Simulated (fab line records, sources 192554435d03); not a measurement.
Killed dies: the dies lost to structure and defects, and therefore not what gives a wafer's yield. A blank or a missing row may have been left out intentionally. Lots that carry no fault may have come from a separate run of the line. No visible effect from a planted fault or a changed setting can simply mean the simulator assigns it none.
What tool caused it? / flow n5_finfet / 24 lots with 72 wafers sampled at 4 steps, on a route of 1938 steps

WHAT THE GAUGES SHOWED, per wafer
N5_FIN_SAQP_CD_MEAS_16: the cd target is 35.6 nm. Usual: cd_nm reads 35.50 nm (standard deviation 0.29).
lot=L074; measured=day 1 22:22; on=cd_sem-03; cd_nm (nm)=35.83 35.82 35.80; flag=
lot=L075; measured=day 2 04:43; on=cd_sem-02; cd_nm (nm)=35.35 35.20 35.77; flag=
lot=L076; measured=day 2 09:07; on=cd_sem-03; cd_nm (nm)=35.93 35.46 35.38; flag=
lot=L077; measured=day 2 15:18; on=cd_sem-01; cd_nm (nm)=35.49 35.63 35.71; flag=
lot=L078; measured=day 2 21:14; on=cd_sem-02; cd_nm (nm)=35.72 36.01 35.27; flag=
lot=L079; measured=day 3 03:25; on=cd_sem-03; cd_nm (nm)=35.00 34.76 35.63; flag=
lot=L080; measured=day 3 11:03; on=cd_sem-03; cd_nm (nm)=35.26 35.06 35.24; flag=
lot=L081; measured=day 3 16:15; on=cd_sem-01; cd_nm (nm)=36.15 36.16 35.57; flag=
lot=L082; measured=day 3 22:23; on=cd_sem-02; cd_nm (nm)=35.49 35.29 35.60; flag=
lot=L083; measured=day 4 04:40; on=cd_sem-02; cd_nm (nm)=35.93 34.98 35.34; flag=
lot=L084; measured=day 4 11:03; on=cd_sem-01; cd_nm (nm)=35.78 35.70 35.64; flag=
lot=L085; measured=day 4 17:32; on=cd_sem-02; cd_nm (nm)=35.21 35.06 35.30; flag=
lot=L086; measured=day 4 23:29; on=cd_sem-03; cd_nm (nm)=35.65 35.33 35.30; flag=
lot=L087; measured=day 5 04:41; on=cd_sem-03; cd_nm (nm)=35.50 35.60 35.49; flag=
lot=L088; measured=day 5 09:34; on=cd_sem-01; cd_nm (nm)=35.64 35.51 35.37; flag=
lot=L089; measured=day 5 15:55; on=cd_sem-01; cd_nm (nm)=35.22 35.61 35.75; flag=
lot=L090; measured=day 5 21:23; on=cd_sem-03; cd_nm (nm)=35.01 35.11 35.54; flag=
lot=L091; measured=day 6 04:15; on=cd_sem-03; cd_nm (nm)=35.75 35.71 35.36; flag=
lot=L092; measured=day 6 09:14; on=cd_sem-02; cd_nm (nm)=35.14 35.28 35.69; flag=
lot=L093; measured=day 6 16:22; on=cd_sem-01; cd_nm (nm)=35.35 35.13 35.48; flag=
lot=L094; measured=day 6 23:05; on=cd_sem-02; cd_nm (nm)=35.17 35.41 35.81; flag=
lot=L095; measured=day 7 03:58; on=cd_sem-01; cd_nm (nm)=35.83 35.36 35.64; flag=
lot=L096; measured=day 7 10:15; on=cd_sem-02; cd_nm (nm)=35.65 35.44 35.85; flag=
lot=L097; measured=day 7 15:55; on=cd_sem-03; cd_nm (nm)=35.77 35.75 35.48; flag=

N5_FIN_SAQP_CD_MEAS_37: the cd target is 8 nm. Usual: cd_nm reads 8.13 nm (standard deviation 0.25).
lot=L074; measured=day 2 04:07; on=cd_sem-01; cd_nm (nm)=8.47 8.29 8.32; flag=
lot=L075; measured=day 2 11:49; on=cd_sem-03; cd_nm (nm)=8.35 7.78 8.14; flag=
lot=L076; measured=day 2 14:01; on=cd_sem-03; cd_nm (nm)=7.96 8.11 8.49; flag=
lot=L077; measured=day 2 20:14; on=cd_sem-02; cd_nm (nm)=8.32 8.07 7.95; flag=
lot=L078; measured=day 3 01:40; on=cd_sem-01; cd_nm (nm)=8.34 8.09 8.20; flag=
lot=L079; measured=day 3 07:32; on=cd_sem-01; cd_nm (nm)=8.24 8.01 7.94; flag=
lot=L080; measured=day 3 15:33; on=cd_sem-03; cd_nm (nm)=8.47 8.73 7.88; flag=
lot=L081; measured=day 3 20:42; on=cd_sem-02; cd_nm (nm)=7.95 8.13 8.38; flag=
lot=L082; measured=day 4 02:59; on=cd_sem-02; cd_nm (nm)=8.26 8.16 8.15; flag=
lot=L083; measured=day 4 09:45; on=cd_sem-02; cd_nm (nm)=8.10 8.18 8.07; flag=
lot=L084; measured=day 4 17:39; on=cd_sem-03; cd_nm (nm)=8.18 8.26 8.29; flag=
lot=L085; measured=day 4 23:38; on=cd_sem-02; cd_nm (nm)=8.39 8.60 8.47; flag=
lot=L086; measured=day 5 05:29; on=cd_sem-03; cd_nm (nm)=8.16 8.17 7.91; flag=
lot=L087; measured=day 5 08:51; on=cd_sem-03; cd_nm (nm)=7.89 8.39 8.32; flag=
lot=L088; measured=day 5 14:16; on=cd_sem-01; cd_nm (nm)=7.92 8.13 7.94; flag=
lot=L089; measured=day 5 21:10; on=cd_sem-01; cd_nm (nm)=8.51 8.36 8.19; flag=
lot=L090; measured=day 6 01:48; on=cd_sem-01; cd_nm (nm)=7.77 8.35 8.12; flag=
lot=L091; measured=day 6 09:02; on=cd_sem-01; cd_nm (nm)=7.97 7.88 8.25; flag=
lot=L092; measured=day 6 14:01; on=cd_sem-01; cd_nm (nm)=8.20 7.69 7.85; flag=
lot=L093; measured=day 6 21:00; on=cd_sem-02; cd_nm (nm)=8.11 7.91 8.31; flag=
lot=L094; measured=day 7 03:34; on=cd_sem-02; cd_nm (nm)=8.19 8.12 7.95; flag=
lot=L095; measured=day 7 08:40; on=cd_sem-01; cd_nm (nm)=8.07 8.15 7.84; flag=
lot=L096; measured=day 7 15:04; on=cd_sem-01; cd_nm (nm)=8.53 8.13 8.07; flag=
lot=L097; measured=day 7 20:05; on=cd_sem-01; cd_nm (nm)=7.59 7.62 7.66; flag=

N5_FIN_CUT_CD_MEAS_08: the cd target is 29.1 nm. Usual: cd_nm reads 29.15 nm (standard deviation 0.23).
lot=L074; measured=day 2 04:40; on=cd_sem-01; cd_nm (nm)=29.19 29.37 29.05; flag=
lot=L075; measured=day 2 12:14; on=cd_sem-01; cd_nm (nm)=28.97 29.07 29.65; flag=
lot=L076; measured=day 2 14:28; on=cd_sem-02; cd_nm (nm)=29.19 29.02 29.04; flag=
lot=L077; measured=day 2 20:47; on=cd_sem-02; cd_nm (nm)=29.34 29.36 29.03; flag=
lot=L078; measured=day 3 02:15; on=cd_sem-02; cd_nm (nm)=28.76 29.24 28.97; flag=
lot=L079; measured=day 3 08:06; on=cd_sem-03; cd_nm (nm)=28.97 29.03 28.93; flag=
lot=L080; measured=day 3 16:01; on=cd_sem-01; cd_nm (nm)=29.57 29.67 28.92; flag=
lot=L081; measured=day 3 21:15; on=cd_sem-02; cd_nm (nm)=29.23 28.99 28.72; flag=
lot=L082; measured=day 4 03:32; on=cd_sem-02; cd_nm (nm)=29.20 29.23 29.23; flag=
lot=L083; measured=day 4 10:21; on=cd_sem-02; cd_nm (nm)=29.32 29.28 29.25; flag=
lot=L084; measured=day 4 18:13; on=cd_sem-01; cd_nm (nm)=29.50 29.43 28.83; flag=
lot=L085; measured=day 5 00:12; on=cd_sem-03; cd_nm (nm)=29.49 28.94 29.08; flag=
lot=L086; measured=day 5 05:55; on=cd_sem-03; cd_nm (nm)=29.67 29.51 28.84; flag=
lot=L087; measured=day 5 09:17; on=cd_sem-01; cd_nm (nm)=29.36 29.16 29.15; flag=
lot=L088; measured=day 5 14:42; on=cd_sem-03; cd_nm (nm)=29.11 29.12 28.79; flag=
lot=L089; measured=day 5 21:37; on=cd_sem-01; cd_nm (nm)=29.29 29.27 29.11; flag=
lot=L090; measured=day 6 02:14; on=cd_sem-01; cd_nm (nm)=29.33 29.37 29.46; flag=
lot=L091; measured=day 6 09:28; on=cd_sem-02; cd_nm (nm)=29.32 29.02 29.39; flag=
lot=L092; measured=day 6 14:29; on=cd_sem-02; cd_nm (nm)=28.88 28.94 28.73; flag=
lot=L093; measured=day 6 21:26; on=cd_sem-03; cd_nm (nm)=28.98 29.17 29.10; flag=
lot=L094; measured=day 7 04:00; on=cd_sem-02; cd_nm (nm)=29.37 29.55 29.60; flag=
lot=L095; measured=day 7 09:13; on=cd_sem-02; cd_nm (nm)=29.24 28.99 29.30; flag=
lot=L096; measured=day 7 15:30; on=cd_sem-02; cd_nm (nm)=28.95 29.22 29.35; flag=
lot=L097; measured=day 7 20:31; on=cd_sem-03; cd_nm (nm)=29.00 29.19 28.88; flag=

N5_FIN_CUT_OVL_MEAS_09. Usual: FIN_CUT_OVL -0.1 nm, standard deviation 0.61.
lot=L074; measured=day 2 04:43; on=overlay-02; FIN_CUT_OVL (nm)=0.3 -0.1 0.5; flag=
lot=L075; measured=day 2 12:17; on=overlay-01; FIN_CUT_OVL (nm)=1.0 0.3 -0.1; flag=
lot=L076; measured=day 2 14:29; on=overlay-01; FIN_CUT_OVL (nm)=-0.1 0.6 -0.2; flag=
lot=L077; measured=day 2 20:49; on=overlay-02; FIN_CUT_OVL (nm)=-0.4 0.1 0.4; flag=
lot=L078; measured=day 3 02:17; on=overlay-02; FIN_CUT_OVL (nm)=-0.5 -0.2 0.6; flag=
lot=L079; measured=day 3 08:08; on=overlay-02; FIN_CUT_OVL (nm)=-0.3 -0.4 -0.8; flag=
lot=L080; measured=day 3 16:02; on=overlay-02; FIN_CUT_OVL (nm)=0.5 1.2 0.4; flag=
lot=L081; measured=day 3 21:17; on=overlay-02; FIN_CUT_OVL (nm)=0.1 0.0 0.6; flag=
lot=L082; measured=day 4 03:35; on=overlay-02; FIN_CUT_OVL (nm)=0.3 -0.2 -0.6; flag=
lot=L083; measured=day 4 10:23; on=overlay-02; FIN_CUT_OVL (nm)=-1.3 -1.3 -0.5; flag=
lot=L084; measured=day 4 18:15; on=overlay-02; FIN_CUT_OVL (nm)=0.3 -0.1 0.5; flag=
lot=L085; measured=day 5 00:14; on=overlay-02; FIN_CUT_OVL (nm)=0.3 0.5 -0.9; flag=
lot=L086; measured=day 5 05:56; on=overlay-01; FIN_CUT_OVL (nm)=-0.3 -0.4 0.0; flag=
lot=L087; measured=day 5 09:19; on=overlay-02; FIN_CUT_OVL (nm)=-0.8 0.0 -0.2; flag=
lot=L088; measured=day 5 14:44; on=overlay-01; FIN_CUT_OVL (nm)=-0.4 -1.8 -0.3; flag=
lot=L089; measured=day 5 21:39; on=overlay-01; FIN_CUT_OVL (nm)=0.1 0.9 0.5; flag=
lot=L090; measured=day 6 02:16; on=overlay-01; FIN_CUT_OVL (nm)=0.1 -0.2 0.3; flag=
lot=L091; measured=day 6 09:30; on=overlay-01; FIN_CUT_OVL (nm)=1.0 0.5 0.3; flag=
lot=L092; measured=day 6 14:31; on=overlay-02; FIN_CUT_OVL (nm)=0.7 0.2 1.1; flag=
lot=L093; measured=day 6 21:28; on=overlay-02; FIN_CUT_OVL (nm)=1.0 0.9 0.5; flag=
lot=L094; measured=day 7 04:02; on=overlay-01; FIN_CUT_OVL (nm)=-1.1 0.3 0.3; flag=
lot=L095; measured=day 7 09:15; on=overlay-02; FIN_CUT_OVL (nm)=-0.4 0.4 0.8; flag=
lot=L096; measured=day 7 15:32; on=overlay-02; FIN_CUT_OVL (nm)=-0.7 -0.2 0.4; flag=
lot=L097; measured=day 7 20:33; on=overlay-01; FIN_CUT_OVL (nm)=-1.0 -1.0 -0.8; flag=

WHICH TOOL RAN EACH LOT (tool, then ch and the chambers of the sampled wafers, then the start)
The record shows no process step preceding these readings.

AS READ BY THE TOOLS THEMSELVES (means over the sampled wafers that have a number; for cases with no such wafer, the mark the record gives instead)
The record holds no such reading with a usual standard deviation.

THE ANSWER, worked out from the rows above alone
Rule: a lot counts as off when the mean over its wafers that have a number is more than 3 standard deviations away from the usual mean. Also off: a lot with no number at a reading for which 4 or more lots have one. Where the step has rows for the other lots, those lots are counted as sound. First the gauges in route order, then the tools' own readings, where a lot's mean is used as printed above. The first step at which some lot is off is used, and at that step the reading that is off furthest; a lot without a number counts as furthest.
Nothing can be told from this: no lot is off at any reading shown.

WHAT THE SIMULATOR HAD PUT IN
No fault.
